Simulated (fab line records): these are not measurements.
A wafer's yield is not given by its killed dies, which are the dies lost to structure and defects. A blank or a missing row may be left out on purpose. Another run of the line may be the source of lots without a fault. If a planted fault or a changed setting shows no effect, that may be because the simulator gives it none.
Matching of chambers -- flow nand_harc -- NHARC_P_ZERO_WELL_DESCUM_54 on rie_diel-05: 4 sister chambers
The step chemistry O2, time 3 s. 4 wafers are shown with their chamber, then 10 later ones without.

## WAFERS WITH THEIR CHAMBER
wafer,chamber,drypump_motor_current_A (A)
L082.5,3,5.0
L089.5,2,6.3
L093.4,0,5.6
L093.5,1,6.3

## WAFERS WHOSE CHAMBER IS MISSING
wafer,drypump_motor_current_A (A)
L093.6,5.6
L094.1,6.3
L094.4,5.6
L094.6,6.3
L095.1,5.0
L095.2,5.5
L095.4,6.3
L097.1,6.3
L097.2,5.5
L097.6,6.3

## EACH ONE'S CHAMBER
wafer,from the rows above,in truth
L093.6,0,0
L094.1,can't be placed: 1 or 2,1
L094.4,0,0
L094.6,can't be placed: 1 or 2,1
L095.1,3,3
L095.2,0,0
L095.4,can't be placed: 1 or 2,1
L097.1,can't be placed: 1 or 2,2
L097.2,0,0
L097.6,can't be placed: 1 or 2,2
Correctly placed: 5 of 10. Not placeable from these rows: 5 (in 5, the candidates include the true chamber). Wrongly placed: 0.
How it was worked out, from the rows above alone: a wafer's distance from a chamber is the root of the sum, over the readings, of the square of ((its reading less the chamber's mean) divided by the reading's scatter). The wafer belongs to the nearest chamber; if the next one is less than 2 further off, it can't be placed. Each chamber's mean is taken over the wafers shown for it. The scatter: root of mean squared gap, hidden wafer to nearest shown wafer, with one shown wafer a chamber.
